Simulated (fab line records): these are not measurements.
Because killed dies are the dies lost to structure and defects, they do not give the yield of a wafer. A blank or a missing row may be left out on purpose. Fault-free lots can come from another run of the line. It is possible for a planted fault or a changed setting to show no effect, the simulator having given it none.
Lot-split experiment | flow n5 finfet | 7 lots, 21 wafers read, on a route of 1938 steps

## THE SPLIT ITSELF
At N5_BEOL_M1_PECVD_72 (deposits SiO2 from TEOS/O2, target thk 16 nm, time 18 s), the setting time s was moved away from the recipe's 18 s on 5 of the 21 wafers read, by -10.2% to +11.6%. For the rest of the wafers, this setting stayed at what the recipe calls for.

Reading taken at the split's own step.

## THE READING
SiO2_of_BEOL_M1_PECVD_72.thk nm (the simulator's own value, which no gauge read), in nm, at N5_BEOL_M1_PECVD_72 (deposits SiO2 from TEOS/O2, target thk 16 nm, time 18 s). The file gives no usual value for it. Here, 16 wafers ran the recipe; their average is 16.1 nm with a standard deviation of 0.29 nm.

wafer  | tool, chamber at the split | time s as run, s | against the recipe | SiO2_of_BEOL_M1_PECVD_72.thk nm, nm | against lot-mates on the recipe
L074.2 | pecvd-01, 0                | 18               | recipe             | 16.2                                | -
L074.3 | pecvd-01, 2                | 18               | recipe             | 15.8                                | -
L074.5 | pecvd-01, 2                | 18               | recipe             | 16                                  | -
L077.2 | pecvd-01, 0,2              | 18               | recipe             | 16.4                                | -
L077.3 | pecvd-01, 0,2              | 18               | recipe             | 16.4                                | -
L077.5 | pecvd-01, 0                | 18               | recipe             | 16.8                                | -
L087.1 | pecvd-01, 2,0              | 18               | recipe             | 16                                  | -
L087.2 | pecvd-01, 2,0              | 18               | recipe             | 16                                  | -
L087.4 | pecvd-01, 1                | 18               | recipe             | 16.2                                | -
L088.1 | pecvd-02, 1,2              | 16.16            | -10.2%             | 14                                  | -2.0
L088.3 | pecvd-02, 1,2              | 16.16            | -10.2%             | 14                                  | -2.0
L088.5 | pecvd-02, 2                | 18               | recipe             | 16                                  | -
L093.4 | pecvd-01, 0,2              | 18               | recipe             | 16.4                                | -
L093.6 | pecvd-01, 0,2              | 18               | recipe             | 16.4                                | -
L093.5 | pecvd-01, 1                | 16.86            | -6.3%              | 15.2                                | -1.2
L095.2 | pecvd-02, 0                | 18               | recipe             | 15.6                                | -
L095.3 | pecvd-02, 1                | 18               | recipe             | 15.8                                | -
L095.4 | pecvd-02, 2                | 18               | recipe             | 16                                  | -
L096.1 | pecvd-02, 0                | 20.08            | +11.6%             | 17.4                                | +1.4
L096.2 | pecvd-02, 2                | 20.08            | +11.6%             | 17.6                                | +1.6
L096.4 | pecvd-02, 2                | 18               | recipe             | 16                                  | -
The file does not say which wafer passed through which chamber wherever a row lists several chambers: such a row stands for several wafers.

FIT RESULTS
A straight line over all 21 wafers: SiO2_of_BEOL_M1_PECVD_72.thk nm changes by +0.156 nm for each +1% of time s; r = +0.92; the points scatter about the line by 0.34 nm.
The same after taking each lot's own level away (the mean of its wafers on the recipe; 21 wafers): +0.161 nm for each +1%; r = +0.97; scatter 0.2 nm.
That fit puts the effect of the largest move of time s on the reading at 1.9 nm.
From 15.80 to 16.53 nm: that is the span of the lots' own levels, equal to 2.5 times the standard deviation above.
Hence the lot-to-lot level has little effect on the slope; both slopes agree.
Check: for one of the wafers moved furthest among these (+11.6%), held out of the fit, the line's prediction against its lot-mates is +1.95 nm. Against them it came out at +1.4 nm.

## ADDITIONAL SPLITS CARRIED BY THESE WAFERS
Before the reading, these wafers also passed through other splits. Each is held against what the fit with the lots' levels taken away leaves over:
other split on the same wafers       | wafers away from the commonest value | r with SiO2_of_BEOL_M1_PECVD_72.thk nm (lot level and that fit taken away)
N5_SD_EPI_P_EPI_21 epi growth time s | 6                                    | -0.30
N5_HKMG_FIN_ETCH_35 source w         | 4                                    | +0.08
N5_GATE_CUT_DESCUM_18 time s         | 11                                   | -0.18

## THE FILE'S OWN FIT
SiO2_of_BEOL_M1_PECVD_72.thk nm changes by +0.163 nm for each +1% of time s, r = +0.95.
